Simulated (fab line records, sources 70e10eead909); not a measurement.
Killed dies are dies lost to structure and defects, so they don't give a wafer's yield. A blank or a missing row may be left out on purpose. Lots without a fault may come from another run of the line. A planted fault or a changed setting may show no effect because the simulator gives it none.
Which tool did it? | flow nand_harc | 11 lots, 32 wafers sampled, at 1 step of a route of 1302

WHAT THE GAUGES READ, wafer by wafer
NHARC_P_GATE_CD_MEAS_26: target cd 120 nm.
lot  | measured     | on        | cd_nm (nm)
L727 | day 5 23:40  | cd_sem-03 | 118.9 119.6 119.1
L728 | day 6 03:44  | cd_sem-01 | 120.9 121.1 121.0
L729 | day 6 18:41  | cd_sem-01 | 120.3 120.2 120.6
L733 | day 8 13:52  | cd_sem-01 | 119.4 120.2 120.4
L735 | day 9 09:11  | cd_sem-02 | 120.2 120.4 120.2
L736 | day 9 09:47  | cd_sem-01 | 120.1 120.5 120.1
L742 | day 12 04:32 | cd_sem-01 | 118.9 119.5 119.4
L743 | day 12 13:11 | cd_sem-02 | 119.7 120.1
L745 | day 13 10:53 | cd_sem-01 | 121.1 120.0 120.5
L747 | day 14 04:02 | cd_sem-02 | 119.9 119.5 119.8
L748 | day 14 18:25 | cd_sem-02 | 121.1 120.5 120.2

WHICH TOOL RAN EACH LOT (tool, then ch and the chambers of the sampled wafers, then the start)
The record holds no process step before these readings.

THE ANSWER, worked out from the rows above alone
Rule: what is usual is taken from the lots themselves. Put in order of their means at a reading, lots are off if they are a third of the lots or fewer, leave a main group of 4 or more, and stand apart from it by a gap of 3 or more times the standard deviation of the main group's means; of several such gaps the widest counts. A main group whose means are all the same, to the digits that the tables above print for the reading, isn't used. A lot without any number at a reading at which 4 lots or more have one is off too. The other lots that the step has rows for count as sound.
No lot is off at any reading shown: from this, nothing can be told.

WHAT THE SIMULATOR HAD PUT IN
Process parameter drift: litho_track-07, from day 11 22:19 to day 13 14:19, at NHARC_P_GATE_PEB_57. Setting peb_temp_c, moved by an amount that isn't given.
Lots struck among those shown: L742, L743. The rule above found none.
